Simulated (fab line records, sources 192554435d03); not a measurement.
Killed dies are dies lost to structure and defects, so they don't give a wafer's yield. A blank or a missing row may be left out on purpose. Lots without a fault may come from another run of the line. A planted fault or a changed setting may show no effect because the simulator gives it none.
fab line records | flow n5_finfet
record lots=7 wafers=39
route steps=1938 shown FIN_SAQP@116 STI_FIN_REVEAL@204 DUMMY_GATE@248 HKMG_FIN@442 MOL_CONTACT_COAG@535 BEOL_M4@1111
start_h: hours from the record's first day to the start of the lot's first wafer shown | wait_h: hours since the lot's step before | " the same as in the row above | L1.1+2: a row that stands for several wafers | - no value, or no start given | * or withheld: withheld | < > ~ a bound
route shown NAME@n: a module of which the file shows steps, and the number in the route of the first | usual: mean/standard deviation of fault-free wafers | same: alike in all rows | chamber/n: place in a boat | sites: the reading at each site | _std_site: their standard deviation | _edge_site: outer sites' mean less inner sites' | radius_mm: how far each site lies from the wafer's centre | mask NAME#n: copy n | behind: the tool/chamber that last shaped the wafer | hold: why the lot was held/for how many hours/how that ended | device: the transistor (n, p or np) that didn't switch | end of line: the same wafers' tests at the end of the route | a step without rows: its recipe alone | killed: dies lost to structure and defects at the first sort, not the wafer's yield | map: a wafer's dies, x killed, . not, _ none there
set.NAME: the setting as run; set.NAME@STEP: as run at that earlier step | model.NAME: the simulator's own value behind a step, which no gauge read
lots whose settings were changed on purpose; a table a step, a row a wafer
## steps
# step N5_FIN_SAQP_ETCH_52
# recipe chemistry=N2/H2 target=SOC target_depth_a=1000 overetch_a=200 mask_material=SiARC temp_c=40 time_s=150 ion_energy_ev=200 pressure_mtorr=30 source_w=840 bias_w=150 n2_flow_sccm=200 h2_flow_sccm=200 ends=end_point
# step N5_STI_FIN_REVEAL_OXIDATION_33
# recipe chemistry=O2_PLASMA_REMOTE temp_c=150 time_s=20 pressure_mtorr=1000 source_power_w=2000 o2_flow_sccm=3000
# step N5_DUMMY_GATE_ETCH_44
# recipe chemistry=HBr/O2 over_etch_frac=0.7 target_depth_a=1275 stop_on=SiO2 ion_energy_ev=60 bias_w=20 target=poly-Si mask_material=SiO2 pressure_mtorr=20 icp_w=400 HBr_flow_sccm=120 O2_flow_sccm=10
# step N5_HKMG_FIN_ALD_91
# recipe material=TiN target_thk_a=10 temp_c=400 ald_precursor_family=TiCl4 ald_co_reactant=NH3 pulse_time_s=1 purge_time_s=3 co_reactant_purge_time_s=2 co_reactant_pulse_time_s=2 ald_cycles=47 pressure_torr=3
# step N5_HKMG_FIN_NWFM_ALD_20
# recipe material=TiAlC target_thk_a=20 temp_c=300 ald_precursor_family=TiCl4 ald_co_reactant=TEA pulse_time_s=3 purge_time_s=2 co_reactant_purge_time_s=2 co_reactant_pulse_time_s=10 ald_cycles=7 pressure_torr=3
# step N5_HKMG_FIN_ALD_21
# recipe material=TiN target_thk_a=15 temp_c=400 ald_precursor_family=TiCl4 ald_co_reactant=NH3 pulse_time_s=1 purge_time_s=3 co_reactant_purge_time_s=2 co_reactant_pulse_time_s=2 ald_cycles=68 pressure_torr=3
# step N5_MOL_CONTACT_COAG_CONTACT_ETCH_14
# recipe chemistry=C4F6/O2 target=SiO2 target_depth_a=275 overetch_a=85 mask_material=SOC pressure_mtorr=30 source_w=370 bias_w=185 Ar_flow_sccm=300 C4F6_flow_sccm=16 O2_flow_sccm=10 time_s=20 ion_energy_ev=259.6
# step N5_MOL_CONTACT_COAG_ETCHBACK_136
# recipe chemistry=CHF3 target=SiO2 target_depth_a=250 time_s=16.7 ion_energy_ev=200 pressure_mtorr=30 source_w=610 bias_w=170 Ar_flow_sccm=200 CHF3_flow_sccm=50
# step N5_BEOL_M4_RC_MEAS_101
# usual IOFF_N_LONG=5.53e-05/2.2e-06 REXT_N=75.3/1.9 REXT_P=100.6/1.9 VT_N=250/3.5 VT_N_LONG=275.0/1.8 VT_N_LVT=99/3.5
# columns lot.wafer tool chamber start_h wait_h set.source_w@FIN_SAQP_ETCH_52 set.time_s@STI_FIN_REVEAL_OXIDATION_33 set.target_depth_a@DUMMY_GATE_ETCH_44 set.ald_cycles@HKMG_FIN_ALD_91 set.co_reactant_pulse_time_s@HKMG_FIN_NWFM_ALD_20 set.ald_cycles@HKMG_FIN_ALD_21 set.time_s@MOL_CONTACT_COAG_CONTACT_ETCH_14 set.target_depth_a@MOL_CONTACT_COAG_ETCHBACK_136 IOFF_N_LONG[nA/um] REXT_N[ohm.um] REXT_P[ohm.um] VT_N[mV] VT_N_LONG[mV] VT_N_LVT[mV]
L074.1 prober-02 0 163.50 0.0 840 20 1275 47 10 68 20 282.9 5.79e-05 75.7 102.8 248 275.5 94
L074.2 " 0 " " 728.4 20 1123 47 10.88 63 20 250 5.95e-05 77.0 101.8 249 269.6 97
L074.3 " 0 " " 840 20 1123 50 10 68 20 282.9 4.86e-05 75.8 101.3 256 278.0 103
L074.4 " 0 " " 728.4 20 1123 50 10.88 63 20 282.9 4.98e-05 75.3 99.3 253 279.3 103
L074.5 " 0 " " 840 20 1275 47 10.88 68 20 250 5.97e-05 76.6 102.3 242 272.2 91
L074.6 " 0 " " 728.4 20 1275 50 10 63 20 250 4.87e-05 76.1 100.6 256 280.8 105
L075.1 prober-01 0 183.10 0.0 840 20 1275 47 10 68 20 250 5.89e-05 74.4 98.2 246 273.9 95
L075.3 " 0 " " 840 20 1275 47 10 68 20 250 5.81e-05 74.2 97.8 247 275.0 96
L075.4 " 0 " " 840 20 1275 47 10 68 20 250 5.83e-05 74.3 97.9 250 272.9 99
L080.1 prober-01 0 216.83 0.0 840 25.02 1275 44 11.78 68 20 250 6.76e-05 71.8 104.0 239 268.7 87
L080.2 " 0 " " 840 20 1275 47 11.78 68 16.85 250 5.56e-05 71.6 103.4 246 274.1 96
L080.3 " 0 " " 951.4 25.02 1275 47 10 68 16.85 267.9 4.97e-05 73.8 103.6 255 276.2 103
L080.4 " 0 " " 951.4 20 1275 47 10 68 20 250 5.22e-05 72.6 102.5 254 275.7 101
L080.5 " 0 " " 840 20 1275 44 10 68 16.85 267.9 6.4e-05 76.4 109.0 247 266.9 97
L080.6 " 0 " " 951.4 25.02 1275 44 11.78 68 20 267.9 6.64e-05 72.2 102.1 244 268.5 93
L085.1 prober-02 0 238.77 0.0 840 14.14 1331 47 10 68 20 217.9 5.56e-05 74.9 97.9 247 275.8 95
L085.2 " 0 " " 882.8 14.14 1331 47 10 74 16.05 250 5.61e-05 76.8 101.2 251 275.0 98
L085.3 " 0 " " 882.8 20 1275 47 7.782 68 20 250 4.75e-05 76.2 99.0 255 281.4 101
L085.4 " 0 " " 882.8 20 1275 47 10 74 16.05 217.9 5.47e-05 79.3 105.2 252 274.6 98
L085.5 " 0 " " 840 20 1331 47 7.782 68 16.05 250 4.82e-05 82.6 109.1 254 281.0 101
L085.6 " 0 " " 840 14.14 1275 47 7.782 74 20 217.9 4.81e-05 76.4 97.6 257 280.0 103
L087.1 prober-02 0 256.39 0.0 840 20 1275 47 10 68 20 281 5.62e-05 73.9 99.1 252 277.3 100
L087.2 " 0 " " 840 25.76 1275 47 11.29 68 22.32 250 5.42e-05 74.3 99.0 249 279.3 98
L087.3 " 0 " " 840 20 1275 43 11.29 68 20 281 7.44e-05 75.3 98.9 239 263.4 88
L087.4 " 0 " " 840 20 1275 43 11.29 58 20 250 7.29e-05 75.2 100.6 235 262.8 84
L087.5 " 0 " " 840 25.76 1275 43 10 58 22.32 250 6.99e-05 74.0 99.9 242 266.3 89
L087.6 " 0 " " 840 25.76 1275 47 10 58 22.32 281 5.26e-05 74.7 99.7 256 278.3 103
L091.1 prober-01 0 273.36 0.0 979.6 20 1379 49 10 68 20 264.5 4.58e-05 79.2 103.2 258 283.1 103
L091.2 " 0 " " 840 20 1275 47 10 68 20 250 5.06e-05 79.9 102.8 252 277.1 98
L091.3 " 0 " " 979.6 20 1275 47 11.14 68 20 250 5.35e-05 79.0 101.1 251 273.1 98
L091.4 " 0 " " 979.6 20 1379 49 11.14 76 20 250 4.72e-05 78.7 102.1 259 281.2 104
L091.5 " 0 " " 840 20 1379 47 10 76 20 264.5 5.13e-05 78.5 101.7 256 277.4 102
L091.6 " 0 " " 840 20 1275 49 11.14 76 20 264.5 4.64e-05 80.5 101.8 257 281.7 105
L097.1 prober-02 0 311.74 0.0 840 20 1338 47 10 68 20 250 5.31e-05 74.0 99.1 255 273.8 107
L097.2 " 0 " " 840 20 1338 47 8.325 68 20 250 4.81e-05 75.0 98.8 255 280.4 107
L097.3 " 0 " " 956.2 25.65 1275 47 8.325 68 20 276.8 4.68e-05 77.0 102.0 259 279.9 110
L097.4 " 0 " " 956.2 20 1275 47 8.325 68 20 276.8 4.87e-05 75.3 100.2 258 280.0 108
L097.5 " 0 " " 840 25.65 1275 47 10 68 20 250 5.2e-05 74.6 101.3 257 279.3 110
L097.6 " 0 " " 956.2 25.65 1338 47 10 68 20 276.8 5.03e-05 75.6 100.4 255 276.4 108
## key
split step=N5_FIN_SAQP_ETCH_52 setting=source_w stated_as=840
response none clear
split step=N5_STI_FIN_REVEAL_OXIDATION_33 setting=time_s stated_as=20
response none clear
split step=N5_DUMMY_GATE_ETCH_44 setting=target_depth_a stated_as=1275
response none clear
split step=N5_HKMG_FIN_ALD_91 setting=ald_cycles stated_as=47
response step=N5_BEOL_M4_RC_MEAS_101 reading=IOFF_N_LONG slope=-1.77e-06 per=1% together_with=all explained=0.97
response step=N5_BEOL_M4_RC_MEAS_101 reading=VT_N_LONG slope=+1.28 per=1% together_with=all explained=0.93
response step=N5_BEOL_M4_RC_MEAS_101 reading=VT_N slope=+1.27 per=1% together_with=all explained=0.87
response step=N5_BEOL_M4_RC_MEAS_101 reading=VT_N_LVT slope=+1.28 per=1% together_with=all explained=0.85
split step=N5_HKMG_FIN_NWFM_ALD_20 setting=co_reactant_pulse_time_s stated_as=10
response step=N5_BEOL_M4_RC_MEAS_101 reading=IOFF_N_LONG slope=+2.65e-07 per=1% together_with=all explained=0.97
response step=N5_BEOL_M4_RC_MEAS_101 reading=VT_N slope=-0.251 per=1% together_with=all explained=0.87
split step=N5_HKMG_FIN_ALD_21 setting=ald_cycles stated_as=68
response none clear
split step=N5_MOL_CONTACT_COAG_CONTACT_ETCH_14 setting=time_s stated_as=20
response step=N5_BEOL_M4_RC_MEAS_101 reading=REXT_P slope=-0.274 per=1% together_with=all explained=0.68
response step=N5_BEOL_M4_RC_MEAS_101 reading=REXT_N slope=-0.167 per=1% together_with=all explained=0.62
split step=N5_MOL_CONTACT_COAG_ETCHBACK_136 setting=target_depth_a stated_as=250
response none clear
